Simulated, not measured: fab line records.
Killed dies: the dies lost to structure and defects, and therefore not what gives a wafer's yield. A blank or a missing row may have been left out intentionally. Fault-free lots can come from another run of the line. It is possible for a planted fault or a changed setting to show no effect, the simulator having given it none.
The tool behind it: which one? ; flow n5-finfet ; 35 wafers from 13 lots sampled at 5 of the route's 1938 steps

WHAT THE GAUGES SHOWED, per wafer
No reading from a measuring or inspecting step in the record can be judged against a usual standard deviation.

WHAT TOOL EACH LOT RAN ON (gives the tool, then ch and the chambers of the sampled wafers, and finally the start)
lot;N5_BEOL_M4_ANNEAL_49;N5_BEOL_M4_SPUTTER_92;N5_BEOL_M5_CURE_79;N5_BEOL_M5_COAT_60;N5_PASSIVATION_PROBE_49
L555;pvd-sputter-03, day 8 14:53;pvd-sputter-03, day 8 16:08;uv-cure-01 ch 0, day 8 18:47;litho-track-04 ch 0, day 8 20:38;-
L559;pvd-sputter-03, day 8 21:15;pvd-sputter-03, day 8 22:29;uv-cure-03 ch 2, day 9 01:55;litho-track-05 ch 0, day 9 05:31;-
L557;pvd-sputter-01, day 9 09:09;pvd-sputter-01, day 9 10:23;uv-cure-02 ch 1, day 9 13:23;litho-track-03 ch 0, day 9 14:05;-
L558;pvd-sputter-01, day 9 13:52;pvd-sputter-01, day 9 15:07;uv-cure-03 ch 0, day 9 17:41;litho-track-04 ch 0, day 9 18:25;-
L560;pvd-sputter-03, day 9 14:23;pvd-sputter-03, day 9 15:50;uv-cure-01 ch 2, day 9 18:26;litho-track-03 ch 0, day 9 19:31;-
L562;pvd-sputter-03, day 10 18:58;pvd-sputter-03, day 10 20:12;uv-cure-02 ch 1, day 10 23:10;litho-track-04 ch 0, day 11 00:29;-
L565;pvd-sputter-03, day 11 11:40;pvd-sputter-03, day 11 12:54;uv-cure-02 ch 1, day 11 15:35;litho-track-03 ch 0, day 11 16:58;prober-01, day 16 07:05
L570;pvd-sputter-01, day 13 03:49;pvd-sputter-01, day 13 05:03;uv-cure-01 ch 1, day 13 07:37;litho-track-03 ch 0, day 13 10:02;-
L574;pvd-sputter-02, day 13 07:10;pvd-sputter-02, day 13 08:24;uv-cure-03 ch 1, day 13 11:09;litho-track-03 ch 0, day 13 13:25;-
L572;pvd-sputter-02, day 13 09:02;pvd-sputter-02, day 13 10:17;uv-cure-01 ch 1, day 13 12:56;litho-track-04 ch 0, day 13 13:56;-
L573;pvd-sputter-02, day 13 16:19;pvd-sputter-02, day 13 17:34;uv-cure-02 ch 2, day 13 20:22;litho-track-05 ch 0, day 14 01:20;-
L576;pvd-sputter-03, day 13 17:06;pvd-sputter-03, day 13 18:20;uv-cure-02 ch 0, day 13 21:04;litho-track-05 ch 0, day 14 01:44;-
L577;pvd-sputter-01, day 14 18:59;pvd-sputter-01, day 14 20:13;uv-cure-03 ch 2, day 14 23:02;litho-track-04 ch 0, day 15 00:23;-
- N5_BEOL_M4_ANNEAL_49: time 240 s.
- N5_BEOL_M4_SPUTTER_92: material Cu, target thk 4.5 nm, time 8.29 s.
- N5_BEOL_M5_CURE_79: cures SiCOH lowk, time 240 s.
- N5_BEOL_M5_COAT_60: time 60 s, resist thk 12 nm.
- N5_PASSIVATION_PROBE_49

AS READ BY THE TOOLS THEMSELVES (means over the sampled wafers that have a number; for cases with no such wafer, the mark the record gives instead)
N5_BEOL_M4_ANNEAL_49.
lot;tool;heater-power-w (W)
L555;pvd-sputter-03;833
L559;pvd-sputter-03;885
L557;pvd-sputter-01;818
L558;pvd-sputter-01;752
L560;pvd-sputter-03;820
L562;pvd-sputter-03;825
L565;pvd-sputter-03;855
L570;pvd-sputter-01;817
L574;pvd-sputter-02;872
L572;pvd-sputter-02;840
L573;pvd-sputter-02;828
L576;pvd-sputter-03;818
L577;pvd-sputter-01;750

N5_BEOL_M4_SPUTTER_92.
lot;tool;chuck-gas-flow-sccm (sccm);substrate-temp-c (C);throttle-valve-pct (%)
L555;pvd-sputter-03;1.29;-19.94;29.5
L559;pvd-sputter-03;1.28;-19.93;29.8
L557;pvd-sputter-01;1.24;-20.04;33.0
L558;pvd-sputter-01;1.27;-20.00;32.1
L560;pvd-sputter-03;1.29;-20.06;30.1
L562;pvd-sputter-03;1.29;-20.00;29.2
L565;pvd-sputter-03;1.29;-20.06;30.1
L570;pvd-sputter-01;1.27;-20.04;31.1
L574;pvd-sputter-02;1.29;-20.01;29.9
L572;pvd-sputter-02;1.24;-19.89;30.9
L573;pvd-sputter-02;1.27;-19.94;29.2
L576;pvd-sputter-03;1.28;-20.04;30.3
L577;pvd-sputter-01;1.26;-19.96;31.4

N5_BEOL_M5_CURE_79.
lot;tool;lamp-power-pct (%);wafer_temp_C_max
L555;uv-cure-01;52.31;386.4
L559;uv-cure-03;52.28;386.4
L557;uv-cure-02;52.28;387.3
L558;uv-cure-03;52.31;386.1
L560;uv-cure-01;52.29;386.3
L562;uv-cure-02;52.30;387.0
L565;uv-cure-02;52.38;387.1
L570;uv-cure-01;52.23;386.4
L574;uv-cure-03;52.33;385.9
L572;uv-cure-01;52.35;387.1
L573;uv-cure-02;52.28;386.9
L576;uv-cure-02;52.33;386.9
L577;uv-cure-03;52.27;386.5

N5_BEOL_M5_COAT_60.
lot;tool;spin-speed-rpm (rpm)
L555;litho-track-04;1499.6
L559;litho-track-05;1499.5
L557;litho-track-03;1499.9
L558;litho-track-04;1499.6
L560;litho-track-03;1501.6
L562;litho-track-04;1498.8
L565;litho-track-03;1501.2
L570;litho-track-03;1556.4
L574;litho-track-03;1554.7
L572;litho-track-04;1499.7
L573;litho-track-05;1500.7
L576;litho-track-05;1499.7
L577;litho-track-04;1499.9

N5_PASSIVATION_PROBE_49.
lot;tool;defect-limited-yield (%);killed_at_M0_to_M3;killed_at_M4_up;killed-at-contacts;killed-at-front-end;killed-at-other;killed-dies;killed-on-rim;killed-open;killed-short;sort_bin_5_function (%);sort_bin_6_memory (%);sort-n-pass;sort-yield-pct (%)
L565;prober-01;92.5;27;16;3;38;4;88;11;66;22;4.3;2.7;1092;92.5

THE ANSWER, worked out from the rows above alone
Rule: the lots themselves supply what counts as usual. The widest of any qualifying gaps counts: lots, ordered by their means at a reading, are off when they make up no more than a third of the lots, leave a main group of 4 or more, and stand apart from it by 3 or more times the standard deviation of that group's means. If all means in a main group match to the digits the tables above print for the reading, that group is not used. Also off: a lot with no number at a reading for which 4 or more lots have one. Where the step has rows for the other lots, those lots are counted as sound. Order of review: gauges by route order, followed by the tools' own readings, for which a lot's mean as printed above is used. At the first step where some lot is off, the reading lying furthest off is the one used; lots without a number count as furthest.
Off: L570, L574 (N5_BEOL_M5_COAT_60, spin-speed-rpm). The main group: mean 1500.0 rpm, standard deviation 0.78.
If a tool, at that step or one of the process steps before it, ran each lot that is off and ran no sound lot following the first of them, it fits. One fits: N5_BEOL_M5_COAT_60 on litho-track-03. Its last sound lot is L565 (day 11 16:58), its first lot that is off L570 (day 13 10:02): a fault that began between those two fits.
The tool's own readings at N5_BEOL_M5_COAT_60 bear it out: on the lots that are off they differ by more than 5 times the standard deviation of the sound lots' means. spin-speed-rpm reads 1555.6 rpm there against 1500.0 rpm on the sound lots.

WHAT WAS PUT IN BY THE SIMULATOR
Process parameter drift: litho-track-03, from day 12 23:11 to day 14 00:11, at N5_BEOL_M5_COAT_60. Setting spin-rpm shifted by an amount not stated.
Shown lots that were struck: L570, L574. Same finding as the rule above.
